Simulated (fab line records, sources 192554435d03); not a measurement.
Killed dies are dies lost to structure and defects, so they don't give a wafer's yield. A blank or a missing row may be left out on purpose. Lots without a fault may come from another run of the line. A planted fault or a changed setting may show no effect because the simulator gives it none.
Chamber matching | flow n5_finfet | N5_BEOL_M0_SAQP_MANDREL2_REMOVE_110 on rie_si-04: 4 sister chambers
The step chemistry HBr/Cl2/O2, target a-Si, stops on SiCN, bt time 10 s. 14 wafers are shown with their chamber, then 7 later ones without.

WAFERS WITH THEIR CHAMBER
wafer  | chamber | throttle_valve_pct (%) | oes_product_au (a.u.)
L079.1 | 1       | 36.9                   | 0.997
L079.4 | 0       | 37.1                   | 1.033
L079.5 | 0       | 37.2                   | 1.025
L081.2 | 0       | 37.2                   | 1.025
L081.3 | 1       | 36.9                   | 0.988
L081.6 | 0       | 37.1                   | 1.022
L082.1 | 1       | 36.9                   | 0.996
L082.4 | 2       | 37.2                   | 1.000
L082.5 | 0       | 37.2                   | 1.023
L086.3 | 2       | 37.2                   | 1.000
L086.5 | 1       | 36.9                   | 0.992
L086.6 | 2       | 37.2                   | 1.006
L092.4 | 3       | 37.0                   | 1.003
L092.5 | 2       | 37.2                   | 0.995

SIGNATURES (means of the wafers above)
reading            | chamber 0 | chamber 1 | chamber 2 | chamber 3 | scatter within a chamber
throttle_valve_pct | 37.160    | 36.900    | 37.200    | 37.000    | 0.0346
oes_product_au     | 1.02560   | 0.99325   | 1.00025   | 1.00300   | 0.00432
Rule: a wafer's distance from a chamber is the root of the sum, over the readings, of the square of ((its reading less the chamber's mean) divided by the reading's scatter). The wafer belongs to the nearest chamber; if the next one is less than 2 further off, it can't be placed. The scatter: the root of (the sum of the squares of (reading less its chamber's mean) over the shown wafers, divided by (wafers less chambers)).

WAFERS WITHOUT THEIR CHAMBER
wafer  | throttle_valve_pct (%) | oes_product_au (a.u.)
L092.6 | 36.4                   | 0.991
L094.1 | 36.4                   | 0.981
L094.2 | 37.2                   | 1.024
L094.4 | 37.2                   | 0.978
L095.2 | 37.2                   | 0.990
L095.3 | 37.0                   | 0.997
L095.6 | 37.2                   | 0.986

WHICH CHAMBER EACH WENT THROUGH
wafer  | from the rows above     | in truth
L092.6 | 1                       | 1
L094.1 | 1                       | 1
L094.2 | 0                       | 0
L094.4 | 2                       | 2
L095.2 | 2                       | 2
L095.3 | can't be placed: 3 or 1 | 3
L095.6 | 2                       | 2
Placed correctly: 6 of 7. Can't be placed from these rows: 1 (the true chamber is among the candidates in 1). Placed wrongly: 0.
